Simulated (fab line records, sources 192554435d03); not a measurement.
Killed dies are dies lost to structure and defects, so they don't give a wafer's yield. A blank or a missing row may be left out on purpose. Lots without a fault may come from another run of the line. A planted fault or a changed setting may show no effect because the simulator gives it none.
Split-lot experiment | flow n5_finfet | 7 lots, 39 wafers read, on a route of 1938 steps

THE SPLIT
At N5_SD_EPI_N_ETCH_35 (etches SOC in N2/H2, overetch 108 nm, time 486 s), the setting time_s was moved away from the recipe's 486 s on 12 of the 39 wafers read, by -12.7% to +20.3%. The other wafers ran this setting at the recipe's value.

The reading is taken at the split's own step.

THE READING
SiARC_of_SD_EPI_N_COAT_33.thk_nm (the simulator's own value, which no gauge read), in nm, at N5_SD_EPI_N_ETCH_35 (etches SOC in N2/H2, overetch 108 nm, time 486 s). The file gives no usual value for it. The 27 wafers here that ran the recipe average 19.4 nm, standard deviation 0.4 nm.

wafer  | tool, chamber at the split | time_s as run, s | against the recipe | SiARC_of_SD_EPI_N_COAT_33.thk_nm, nm | against lot-mates on the recipe
L080.1 | rie_diel-04, 1             | 424.2            | -12.7%             | 22.2                                 | +2.7
L080.2 | rie_diel-04, 0,2           | 486              | recipe             | 19.6                                 | -
L080.3 | rie_diel-04, 0,2           | 486              | recipe             | 19.6                                 | -
L080.4 | rie_diel-04, 3             | 424.2            | -12.7%             | 21.4                                 | +1.9
L080.5 | rie_diel-04, 3             | 424.2            | -12.7%             | 21.4                                 | +1.9
L080.6 | rie_diel-04, 2             | 486              | recipe             | 19.4                                 | -
L084.1 | rie_diel-06, 2             | 486              | recipe             | 19.8                                 | -
L084.6 | rie_diel-06, 2             | 486              | recipe             | 19.8                                 | -
L084.2 | rie_diel-06, 1             | 486              | recipe             | 18.8                                 | -
L084.3 | rie_diel-06, 3             | 575.1            | +18.3%             | 17.2                                 | -2.3
L084.4 | rie_diel-06, 0             | 575.1            | +18.3%             | 16.8                                 | -2.7
L084.5 | rie_diel-06, 3             | 575.1            | +18.3%             | 17                                   | -2.5
L085.1 | rie_diel-06, 2,0,3         | 486              | recipe             | 19.6                                 | -
L085.3 | rie_diel-06, 2,0,3         | 486              | recipe             | 19.6                                 | -
L085.4 | rie_diel-06, 2,0,3         | 486              | recipe             | 19.6                                 | -
L085.2 | rie_diel-06, 1             | 486              | recipe             | 18.8                                 | -
L085.5 | rie_diel-06, 2             | 486              | recipe             | 19.8                                 | -
L085.6 | rie_diel-06, 1             | 486              | recipe             | 18.6                                 | -
L090.1 | rie_diel-04, 1             | 486              | recipe             | 20.2                                 | -
L090.2 | rie_diel-04, 0,3           | 486              | recipe             | 19.2                                 | -
L090.6 | rie_diel-04, 0,3           | 486              | recipe             | 19.2                                 | -
L090.3 | rie_diel-04, 3,2           | 486              | recipe             | 19                                   | -
L090.4 | rie_diel-04, 3,2           | 486              | recipe             | 19                                   | -
L090.5 | rie_diel-04, 0             | 486              | recipe             | 19.4                                 | -
L091.1 | rie_diel-06, 1             | 570.9            | +17.5%             | 16.2                                 | -3.1
L091.2 | rie_diel-06, 0             | 570.9            | +17.5%             | 17.4                                 | -1.9
L091.3 | rie_diel-06, 0             | 570.9            | +17.5%             | 17.6                                 | -1.7
L091.4 | rie_diel-06, 1             | 486              | recipe             | 19                                   | -
L091.6 | rie_diel-06, 1             | 486              | recipe             | 19                                   | -
L091.5 | rie_diel-06, 0             | 486              | recipe             | 20                                   | -
L095.1 | rie_diel-06, 1             | 486              | recipe             | 18.8                                 | -
L095.2 | rie_diel-06, 2             | 486              | recipe             | 19.6                                 | -
L095.3 | rie_diel-06, 3             | 584.6            | +20.3%             | 16.4                                 | -3.0
L095.4 | rie_diel-06, 0,3           | 584.6            | +20.3%             | 16.8                                 | -2.6
L095.5 | rie_diel-06, 0,3           | 584.6            | +20.3%             | 16.8                                 | -2.6
L095.6 | rie_diel-06, 0             | 486              | recipe             | 19.8                                 | -
L096.2 | rie_diel-04, 3             | 486              | recipe             | 19.4                                 | -
L096.5 | rie_diel-04, 3             | 486              | recipe             | 19.4                                 | -
L096.6 | rie_diel-04, 0             | 486              | recipe             | 19.2                                 | -
Where a row lists several chambers, the file gives one row for several wafers and doesn't say which wafer went through which chamber.

THE FIT
A straight line over all 39 wafers: SiARC_of_SD_EPI_N_COAT_33.thk_nm changes by -0.141 nm for each +1% of time_s; r = -0.95; the points scatter about the line by 0.43 nm.
The same after taking each lot's own level away (the mean of its wafers on the recipe; 39 wafers): -0.14 nm for each +1%; r = -0.95; scatter 0.42 nm.
On that fit, the largest move of time_s shifts the reading by 2.8 nm.
The lots' own levels span 19.33 to 19.53 nm, that is 0.5 times the standard deviation above.
So the lot-to-lot level changes the slope little: the two slopes agree.
Check: with one of the wafers moved furthest among these (+20.3%) left out of the fit, the line predicts -2.75 nm for it against its lot-mates. It came out at -3 nm against them.

OTHER SPLITS ON THESE WAFERS
These wafers also went through other splits before the reading. Each is held against what the fit with the lots' levels taken away leaves over:
other split on the same wafers       | wafers away from the commonest value | r with SiARC_of_SD_EPI_N_COAT_33.thk_nm (lot level and that fit taken away)
N5_FIN_SAQP_HM_DEP_03 time_s         | 12                                   | +0.03
N5_FIN_SAQP_SPACER2_ALD_28 temp_c    | 12                                   | +0.33
N5_DUMMY_GATE_EXPOSE_12 dose_mj      | 15                                   | -0.17
N5_DUMMY_GATE_ETCH_31 target_depth_a | 12                                   | -0.05

THE FILE'S OWN FIT
SiARC_of_SD_EPI_N_COAT_33.thk_nm changes by -0.138 nm for each +1% of time_s, r = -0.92.
